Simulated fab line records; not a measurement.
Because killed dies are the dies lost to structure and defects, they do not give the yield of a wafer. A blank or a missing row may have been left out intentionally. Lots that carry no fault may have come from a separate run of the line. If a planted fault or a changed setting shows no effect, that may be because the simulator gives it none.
What tool caused it? -- flow nand_harc -- 11 lots with 33 wafers sampled at 6 steps, on a route of 1302 steps

WHAT THE GAUGES SHOWED, per wafer
NHARC_END_SORT_01. Usual: defect_limited_yield 93.3 %, standard deviation 1.5; killed_at_array 41, standard deviation 10; killed_at_other 0.8, standard deviation 0.91; killed_at_periphery 4.2, standard deviation 2.9; killed_dies 46, standard deviation 10; killed_open 3.5, standard deviation 2.1; killed_short 2.5, standard deviation 1.6; sort_bin_2_pct 2.4 %, standard deviation 0.71; sort_bin_3_pct 0.6 %, standard deviation 0.33; sort_bin_4_pct 3.8 %, standard deviation 0.93; sort_n_pass 631, standard deviation 10; sort_rim_yield_pct 86 %, standard deviation 4.5; sort_yield_pct 93.3 %, standard deviation 1.5.
lot,measured,on,defect_limited_yield (%),killed_at_array,killed_at_other,killed_at_periphery,killed_dies,killed_open,killed_short,sort_bin_2_pct (%),sort_bin_3_pct (%),sort_bin_4_pct (%),sort_n_pass,sort_rim_yield_pct (%),sort_yield_pct (%),flag
L429,day 25 17:22,prober-02,93.9 93.5 93.8,32 34 34,0 1 0,9 9 8,41 44 42,4 3 2,2 1 4,2.2 2.4 1.9,0.1 0.1 0.1,3.7 4.0 4.1,636 633 635,87 87 88,93.9 93.5 93.8,
L439,day 29 20:44,prober-01,94.5 91.9 94.2,32 46 32,0 0 0,5 9 7,37 55 39,1 3 1,2 2 3,2.4 3.2 1.5,0.4 0.3 0.4,2.7 4.6 3.8,640 622 638,86 78 85,94.5 91.9 94.2,

EACH LOT AND THE TOOL THAT RAN IT (in order: tool; ch and the chambers of the sampled wafers; start)
lot,NHARC_P_M2_DESCUM_14,NHARC_P_M2_ETCH_35,NHARC_P_M2_ECD_22,NHARC_P_M2_ANNEAL_31,NHARC_P_M2_CMP_23
L425,"rie_diel-12 ch 0,1,2, day 6 23:20","rie_diel-12 ch 1,2, day 6 23:26","ecd_cu-01 ch 0,1, day 7 00:53","rtp_anneal-01 ch 0, day 7 01:16","cmp-01 ch 0,2, day 7 01:31"
L426,"rie_diel-06 ch 0,3, day 7 01:13","rie_diel-06 ch 2,3, day 7 01:19","ecd_cu-02 ch 1, day 7 02:40","rtp_anneal-01 ch 0, day 7 03:06","cmp-01 ch 0,1,3, day 7 03:25"
L428,"rie_diel-07 ch 0,1,2, day 7 15:58","rie_diel-07 ch 1,2,3, day 7 16:04","ecd_cu-02 ch 0,1, day 7 17:23","rtp_anneal-01 ch 0, day 7 18:22","cmp-02 ch 0,2,3, day 7 18:43"
L429,"rie_diel-06 ch 1,2,3, day 8 01:47","rie_diel-06 ch 0,1,3, day 8 01:53","ecd_cu-01 ch 0,1, day 8 03:10","rtp_anneal-02 ch 0, day 8 04:09","cmp-02 ch 0,1,3, day 8 04:29"
L435,"rie_diel-06 ch 1,2,3, day 10 04:57","rie_diel-06 ch 1,2, day 10 05:04","ecd_cu-01 ch 0,1, day 10 06:25","rtp_anneal-02 ch 0, day 10 07:45","cmp-01 ch 0,2, day 10 08:07"
L439,"rie_diel-06 ch 1,2,3, day 12 09:29","rie_diel-06 ch 0,2,3, day 12 09:34","ecd_cu-02 ch 0,1, day 12 10:52","rtp_anneal-01 ch 0, day 12 11:14","cmp-03 ch 2,3, day 12 11:35"
L438,"rie_diel-06 ch 1,2,3, day 12 12:17","rie_diel-06 ch 0,2,3, day 12 12:23","ecd_cu-02 ch 0,1, day 12 13:43","rtp_anneal-02 ch 0, day 12 14:02","cmp-02 ch 0,1,2, day 12 14:23"
L442,"rie_diel-06 ch 1,2,3, day 13 08:28","rie_diel-06 ch 1,2,3, day 13 08:33","ecd_cu-01 ch 0,1, day 13 09:50","rtp_anneal-01 ch 0, day 13 10:13","cmp-01 ch 1,2,3, day 13 10:35"
L443,"rie_diel-12 ch 1,2,3, day 13 21:07","rie_diel-12 ch 1,3, day 13 21:11","ecd_cu-02 ch 0,1, day 13 22:34","rtp_anneal-02 ch 0, day 13 22:58","cmp-03 ch 0,3, day 13 23:12"
L446,"rie_diel-06 ch 0,1, day 15 06:13","rie_diel-06 ch 0,1, day 15 06:18","ecd_cu-02 ch 0,1, day 15 07:41","rtp_anneal-01 ch 0, day 15 08:05","cmp-03 ch 1,3, day 15 08:19"
L448,"rie_diel-12 ch 1,2, day 15 20:03","rie_diel-12 ch 1,2, day 15 20:08","ecd_cu-02 ch 0,1, day 15 21:26","rtp_anneal-01 ch 0, day 15 21:58","cmp-01 ch 1,2,3, day 15 22:22"
- NHARC_P_M2_DESCUM_14: chemistry O2, time 3 s.
- NHARC_P_M2_ETCH_35: etches the open film in N2/H2, target depth 40 nm, overetch 12 nm, time 43.94 s.
- NHARC_P_M2_ECD_22: material Cu, target thk 400 nm.
- NHARC_P_M2_ANNEAL_31: time 90 s.
- NHARC_P_M2_CMP_23: polishes, t overpolish 20 s, target thk 144.3 nm.

AS READ BY THE TOOLS THEMSELVES (means over the sampled wafers that have a number; for cases with no such wafer, the mark the record gives instead)
NHARC_P_M2_DESCUM_14. Usual: drypump_motor_current_A 5.7 A, standard deviation 0.57; oes_product_au 1.000 a.u., standard deviation 0.011; rf_vpp_V 57.9 V, standard deviation 0.89; showerhead_plenum_p_Torr 1.95 Torr, standard deviation 0.092; throttle_valve_pct 11.313 %, standard deviation 0.0091.
lot,tool,drypump_motor_current_A (A),oes_product_au (a.u.),rf_vpp_V (V),showerhead_plenum_p_Torr (Torr),throttle_valve_pct (%),flag
L425,rie_diel-12,5.6,1.002,58.1,1.94,11.313,
L426,rie_diel-06,5.8,0.999,57.9,1.90,11.310,
L428,rie_diel-07,5.8,1.005,57.4,1.93,11.307,
L429,rie_diel-06,5.4,1.008,58.0,1.97,11.310,
L435,rie_diel-06,5.4,1.001,58.6,1.97,11.300,
L439,rie_diel-06,5.4,1.005,58.1,1.97,11.309,
L438,rie_diel-06,5.4,1.006,57.1,1.97,11.304,
L442,rie_diel-06,5.4,1.008,58.2,1.97,11.306,
L443,rie_diel-12,5.3,1.006,57.9,1.94,11.312,
L446,rie_diel-06,5.3,1.008,59.0,2.02,11.300,
L448,rie_diel-12,5.3,1.016,57.6,1.87,11.316,

NHARC_P_M2_ETCH_35. Usual: drypump_motor_current_A 5.7 A, standard deviation 0.57; oes_product_au 1.000 a.u., standard deviation 0.012; rf_vpp_V 431.4 V, standard deviation 3; showerhead_plenum_p_Torr 2.07 Torr, standard deviation 0.1; throttle_valve_pct 14.170 %, standard deviation 0.0099.
lot,tool,drypump_motor_current_A (A),oes_product_au (a.u.),rf_vpp_V (V),showerhead_plenum_p_Torr (Torr),throttle_valve_pct (%),flag
L425,rie_diel-12,5.1,0.992,430.7,2.04,14.157,
L426,rie_diel-06,5.4,0.991,431.6,2.11,14.174,
L428,rie_diel-07,5.9,1.001,431.4,2.06,14.166,
L429,rie_diel-06,5.6,0.998,431.3,2.06,14.177,
L435,rie_diel-06,5.2,1.000,434.9,2.20,14.173,
L439,rie_diel-06,5.6,1.001,431.7,2.07,14.170,
L438,rie_diel-06,5.6,0.993,431.0,2.07,14.174,
L442,rie_diel-06,5.4,1.011,432.8,2.10,14.171,
L443,rie_diel-12,5.5,1.008,433.0,2.14,14.167,
L446,rie_diel-06,5.6,0.996,432.3,2.12,14.169,
L448,rie_diel-12,5.3,1.019,429.4,1.99,14.165,

NHARC_P_M2_ANNEAL_31. Usual: wafer_temp_C_max reads 226.03 (standard deviation 0.22).
lot,tool,wafer_temp_C_max,flag
L425,rtp_anneal-01,225.96,
L426,rtp_anneal-01,225.91,
L428,rtp_anneal-01,225.93,
L429,rtp_anneal-02,226.05,
L435,rtp_anneal-02,225.88,
L439,rtp_anneal-01,226.02,
L438,rtp_anneal-02,226.14,
L442,rtp_anneal-01,226.03,
L443,rtp_anneal-02,226.12,
L446,rtp_anneal-01,226.10,
L448,rtp_anneal-01,226.04,

NHARC_P_M2_CMP_23. Usual: motor_current_A 11.9 A, standard deviation 1.1; time_to_endpoint_s 28.9 s, standard deviation 2.4.
lot,tool,motor_current_A (A),time_to_endpoint_s (s),flag
L425,cmp-01,12.7,27.7,
L426,cmp-01,12.3,28.9,
L428,cmp-02,11.6,56.2,OFF
L429,cmp-02,12.2,58.1,OFF
L435,cmp-01,12.1,55.5,OFF
L439,cmp-03,11.2,30.8,
L438,cmp-02,11.4,29.7,
L442,cmp-01,11.6,28.0,
L443,cmp-03,12.9,31.0,
L446,cmp-03,11.9,31.7,
L448,cmp-01,11.4,28.0,

THE ANSWER, worked out from the rows above alone
Rule: a lot counts as off when the mean over its wafers that have a number is more than 3 standard deviations away from the usual mean. A lot without any number at a reading at which 4 lots or more have one is off too. Any other lot the step has rows for is counted as sound. The gauges are gone through in route order, then the tools' own readings, and for those a lot's mean is taken as printed above. At the first step where some lot is off, the reading lying furthest off is the one used; lots without a number count as furthest.
Off, at NHARC_P_M2_CMP_23 on time_to_endpoint_s: L428, L429, L435.
If a tool, at that step or one of the process steps before it, ran each lot that is off and ran no sound lot following the first of them, it fits. Of those tried, none fits.

WHAT THE SIMULATOR HAD INSERTED
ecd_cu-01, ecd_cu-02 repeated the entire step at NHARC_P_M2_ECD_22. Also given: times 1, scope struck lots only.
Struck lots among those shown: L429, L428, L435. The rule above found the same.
